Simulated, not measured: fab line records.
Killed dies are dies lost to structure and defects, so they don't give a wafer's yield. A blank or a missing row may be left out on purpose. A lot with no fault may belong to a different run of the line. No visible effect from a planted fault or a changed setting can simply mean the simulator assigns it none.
Comparing a struck lot with a sound one -- flow nandHarc -- 15 steps out of a route of 1302
Sound: these wafers, L124.1, L124.2, L124.3. Struck: wafer L141.2. (L141.4, L141.6 of the same lot were not struck and are left out.) The cause comes at the end.
Order at every step that has rows: each side's tool, ch and its chambers, its first start. Under that, the readings that differ: sound wafers -- struck wafers -- difference of the means -- sigmas: that difference in standard deviations of wafers without a fault.
alike: same words and numbers on both sides, and readings whose means sit less than 2 such deviations apart. not compared: any withheld reading, any reading some wafer has no value for, any bound like >300 that may hide the same value, and any number with overlapping values for which the record gives no deviation.
A row with sigmas, a row that says differs or no value, or rows on one side alone: a step with any of these is where the two part. When numbers do not overlap yet have no deviation, they are printed without sigmas and do not part them. Lack of a reading on every wafer of one side parts them only where that side has two or more wafers.

first, 1 step without rows for these wafers: NHARC_A_CONTACT_ETCH_137 (etches the open film in C4F8/O2/Ar, time 311 s, target depth 1912 nm).
NHARC_A_CONTACT_ETCH_138: etches the open film in C4F8/O2/Ar, time 311 s, target depth 1914 nm.
  sound on harCapEtch-02 ch 0,1, day 23 16:22; struck on harCapEtch-01 ch 0, day 30 08:40
  not compared: rfHoursCounterH
then, 1 step without rows for these wafers: NHARC_A_CONTACT_ETCH_139 (etches the open film in C4F8/O2/Ar, time 195 s, target depth 840 nm).
NHARC_A_CONTACT_ETCH_92: etches the open film in CH3F/O2, target depth 40 nm, time 85.7 s.
  sound on rieDiel-04 ch 0,2,3, day 23 17:11; struck on rieDiel-03 ch 3, day 30 09:31
reading,sound,struck,difference,sigmas
drypumpMotorCurrentA (A),5.0 5.6 6.0,6.5,+1.0,+2
oesProductAu (a.u.),1.000 1.004 1.000,0.925,-0.076,-3
rfHoursCounterH (h),1 1 1,9,+8,
  alike: biasW, rfVppV, showerheadPlenumPTorr, throttleValvePct
NHARC_A_CONTACT_ETCH_98: etches the open film in C4F6/O2, target depth 20 nm, time 10 s.
  sound: rieDiel-04 ch 0,1,3; struck: rieDiel-03 ch 2
reading,sound,struck,difference,sigmas
rfHoursCounterH (h),1 1 1,9,+8,
  alike: biasW, drypumpMotorCurrentA, oesProductAu, rfVppV, showerheadPlenumPTorr, throttleValvePct
NHARC_A_CONTACT_CD_MEAS_15:
  sound: cdSem-03 at day 23 17:25; struck: cdSem-02 at day 30 09:43
  alike: cdNm
then, 3 steps without rows for these wafers: NHARC_A_CONTACT_STRIP_107 (strips in N2/H2); NHARC_A_CONTACT_STRIP_108 (strips in CF4/CHF3); NHARC_A_CONTACT_STRIP_109 (strips in O2/COS).
NHARC_A_CONTACT_ETCH_110: etches the open film in CF4/O2, target depth 60 nm, overetch 6 nm, time 33 s.
  sound on rieDiel-04 ch 0,1,2, day 23 17:42; struck on rieDiel-11 ch 0, day 30 10:00
reading,sound,struck,difference,sigmas
biasW (W),100.43 100.26 100.32,99.61,-0.73,-2
rfHoursCounterH (h),1 1 1,24,+23,
  alike: drypumpMotorCurrentA, oes_f_703_au, oes_o_777_au, oesProductAu, rfVppV, showerheadPlenumPTorr, throttleValvePct
then, 2 steps without rows for these wafers: NHARC_A_CONTACT_STRIP_26 (strips in O2); NHARC_A_CONTACT_STRIP_27 (strips in post etch residue remover, time 600 s).
NHARC_A_CONTACT_ALD_18: deposits TiN, target thk 3 nm, pulse time 1 s, ald cycles 150.
  sound on aldMetal-01 ch 0,2,3, day 23 18:25; struck on aldMetal-02 ch 0, day 30 10:39
reading,sound,struck,difference,sigmas
aldCycles,150 150 150,66,-84,
  alike: heaterPowerOuterW, heaterPowerW, precursorPulseHeightRel, susceptorTempC
NHARC_A_CONTACT_CVD_19: deposits W, target thk 300 nm, time 802 s.
  sound: cvdW-01 ch 0,1; struck: cvdW-01 ch 1
reading,sound,struck,difference,sigmas
mfcH2Sccm (sccm),1598 1589 1582,1610,+20,+4
  alike: heaterPowerOuterW, heaterPowerW, throttleValvePct
  not compared: susceptorTempC
NHARC_END_SORT_01:
  sound on prober-02 ch 0, day 25 18:05; struck on prober-01 ch 0, day 32 05:12
reading,sound,struck,difference,sigmas
killedAtArray,24 23 22,675,+652,+41
killedDies,27 26 25,677,+651,+41
  alike: killedAtOther, killedAtPeriphery, killedOpen, killedShort

## WHERE THEY PART
Last at NHARC_END_SORT_01 as far as this record goes, first at NHARC_A_CONTACT_ETCH_92.

WHY: what had been put in by the simulator
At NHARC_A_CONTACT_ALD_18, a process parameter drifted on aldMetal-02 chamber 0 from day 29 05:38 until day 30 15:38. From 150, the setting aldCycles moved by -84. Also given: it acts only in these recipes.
